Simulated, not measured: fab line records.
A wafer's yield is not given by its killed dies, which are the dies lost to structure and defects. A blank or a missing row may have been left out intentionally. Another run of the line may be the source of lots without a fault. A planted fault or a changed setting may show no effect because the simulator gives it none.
Which tool did it? :: flow n5_finfet :: 10 lots with 30 wafers sampled at 4 steps, on a route of 1938 steps

## WHAT EACH GAUGE READ, for each wafer
N5_BEOL_M6_THK_MEAS_53: measures by xrf.
lot: L173
measured: day 9 16:14
on: film_metro-01
M6_THK (nm): 79.1 83.4 84.4

lot: L172
measured: day 10 00:07
on: film_metro-01
M6_THK (nm): 78.0 79.7 76.5

lot: L175
measured: day 10 07:44
on: film_metro-02
M6_THK (nm): 81.8 80.4 79.1

lot: L171
measured: day 10 21:41
on: film_metro-02
M6_THK (nm): 75.6 80.4 86.7

lot: L178
measured: day 10 22:13
on: film_metro-02
M6_THK (nm): 82.0 81.4 81.8

lot: L176
measured: day 10 22:08
on: film_metro-01
M6_THK (nm): 77.4 82.2 79.1

lot: L186
measured: day 13 16:41
on: film_metro-02
M6_THK (nm): 79.9 81.4 83.5

lot: L187
measured: day 13 19:05
on: film_metro-01
M6_THK (nm): 76.3 80.1 77.8

lot: L192
measured: day 15 05:04
on: film_metro-02
M6_THK (nm): 79.6 80.5 79.0

lot: L194
measured: day 15 12:07
on: film_metro-02
M6_THK (nm): 77.4 80.2 77.8

## TOOL THAT RAN EACH LOT (tool first, then ch and the chambers of the sampled wafers, then the start)
lot: L173
N5_BEOL_M6_PECVD_70: pecvd-04 ch 0,1,2, day 9 08:35
N5_BEOL_M6_CURE_75: uv_cure-01 ch 0, day 9 12:50
N5_BEOL_M6_CMP_52: cmp-04 ch 0,1,3, day 9 15:56

lot: L172
N5_BEOL_M6_PECVD_70: pecvd-04 ch 0,2, day 9 16:03
N5_BEOL_M6_CURE_75: uv_cure-02 ch 0, day 9 20:53
N5_BEOL_M6_CMP_52: cmp-03 ch 0,1, day 9 23:51

lot: L175
N5_BEOL_M6_PECVD_70: pecvd-03 ch 0,1, day 9 23:01
N5_BEOL_M6_CURE_75: uv_cure-02 ch 1, day 10 03:40
N5_BEOL_M6_CMP_52: cmp-03 ch 0,1,3, day 10 07:31

lot: L171
N5_BEOL_M6_PECVD_70: pecvd-01 ch 1,2, day 10 11:57
N5_BEOL_M6_CURE_75: uv_cure-01 ch 2, day 10 19:07
N5_BEOL_M6_CMP_52: cmp-04 ch 1,2,3, day 10 21:28

lot: L178
N5_BEOL_M6_PECVD_70: pecvd-04 ch 0,1,2, day 10 15:17
N5_BEOL_M6_CURE_75: uv_cure-02 ch 1, day 10 19:16
N5_BEOL_M6_CMP_52: cmp-03 ch 0,1,3, day 10 21:55

lot: L176
N5_BEOL_M6_PECVD_70: pecvd-01 ch 0,1,2, day 10 15:47
N5_BEOL_M6_CURE_75: uv_cure-03 ch 0, day 10 19:18
N5_BEOL_M6_CMP_52: cmp-02 ch 2,3, day 10 21:51

lot: L186
N5_BEOL_M6_PECVD_70: pecvd-01 ch 0,1, day 13 08:47
N5_BEOL_M6_CURE_75: uv_cure-03 ch 2, day 13 13:22
N5_BEOL_M6_CMP_52: cmp-02 ch 1,2,3, day 13 16:23

lot: L187
N5_BEOL_M6_PECVD_70: pecvd-04 ch 1,2, day 13 10:43
N5_BEOL_M6_CURE_75: uv_cure-03 ch 2, day 13 15:52
N5_BEOL_M6_CMP_52: cmp-02 ch 0,1,2, day 13 18:52

lot: L192
N5_BEOL_M6_PECVD_70: pecvd-03 ch 0,1, day 14 20:41
N5_BEOL_M6_CURE_75: uv_cure-01 ch 0, day 15 02:23
N5_BEOL_M6_CMP_52: cmp-03 ch 0,1,3, day 15 04:47

lot: L194
N5_BEOL_M6_PECVD_70: pecvd-03 ch 0,1, day 15 01:49
N5_BEOL_M6_CURE_75: uv_cure-01 ch 2, day 15 10:12
N5_BEOL_M6_CMP_52: cmp-02 ch 1,2,3, day 15 11:54
- N5_BEOL_M6_PECVD_70: deposits SiO2 from TEOS/O2, target thk 20 nm, time 22.7 s.
- N5_BEOL_M6_CURE_75: cures SiCOH lowk, time 120 s.
- N5_BEOL_M6_CMP_52: polishes, stops on SiCOH lowk, t overpolish 6.9 s, target thk 80 nm.

## THE ANSWER, worked out from the rows above alone
Rule: what is usual is taken from the lots themselves. Put in order of their means at a reading, lots are off if they are a third of the lots or fewer, leave a main group of 4 or more, and stand apart from it by a gap of 3 or more times the standard deviation of the main group's means; of several such gaps the widest counts. If all means in a main group match to the digits the tables above print for the reading, that group is not used. Also off: a lot with no number at a reading for which 4 or more lots have one. All remaining lots with rows at the step are treated as sound.
No lot is off at any reading shown: from this, nothing can be told.

## WHAT THE SIMULATOR PUT IN
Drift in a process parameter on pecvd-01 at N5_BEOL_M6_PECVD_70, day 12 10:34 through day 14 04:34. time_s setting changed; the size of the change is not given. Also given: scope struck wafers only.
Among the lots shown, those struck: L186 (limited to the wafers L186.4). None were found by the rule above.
